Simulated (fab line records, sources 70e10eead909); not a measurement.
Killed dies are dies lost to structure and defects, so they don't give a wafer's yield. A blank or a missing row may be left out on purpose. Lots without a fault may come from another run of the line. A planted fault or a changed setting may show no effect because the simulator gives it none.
Chamber matching | flow nand_harc | NHARC_A_CONTACT_ETCH_110 on rie_diel-01: 4 sister chambers
The step etches the open film in CF4/O2, target depth 60 nm, overetch 6 nm, time 33 s. 4 wafers are shown with their chamber, then 12 later ones without.

WAFERS WITH THEIR CHAMBER
wafer  | chamber | drypump_motor_current_A (A)
L085.2 | 0       | 6.5
L089.1 | 2       | 5.9
L089.2 | 3       | 5.5
L089.3 | 1       | 5.3

WAFERS WITHOUT THEIR CHAMBER
wafer  | drypump_motor_current_A (A)
L090.1 | 6.5
L090.5 | 5.5
L090.6 | 6.5
L092.1 | 5.3
L092.3 | 5.5
L092.6 | 5.3
L095.1 | 6.5
L095.2 | 5.5
L095.5 | 5.2
L097.2 | 5.5
L097.3 | 5.9
L097.5 | 5.8

WHICH CHAMBER EACH WENT THROUGH
wafer  | from the rows above | in truth
L090.1 | 0                   | 0
L090.5 | 3                   | 3
L090.6 | 0                   | 0
L092.1 | 1                   | 1
L092.3 | 3                   | 3
L092.6 | 1                   | 1
L095.1 | 0                   | 0
L095.2 | 3                   | 3
L095.5 | 1                   | 1
L097.2 | 3                   | 3
L097.3 | 2                   | 2
L097.5 | 2                   | 2
Placed correctly: 12 of 12. Can't be placed from these rows: 0. Placed wrongly: 0.
How it was worked out, from the rows above alone: a wafer's distance from a chamber is the root of the sum, over the readings, of the square of ((its reading less the chamber's mean) divided by the reading's scatter). The wafer belongs to the nearest chamber; if the next one is less than 2 further off, it can't be placed. A chamber's mean is the mean of its shown wafers. The scatter: with one shown wafer a chamber, the root of the mean of the squares of how far each hidden wafer lies from its nearest shown one.
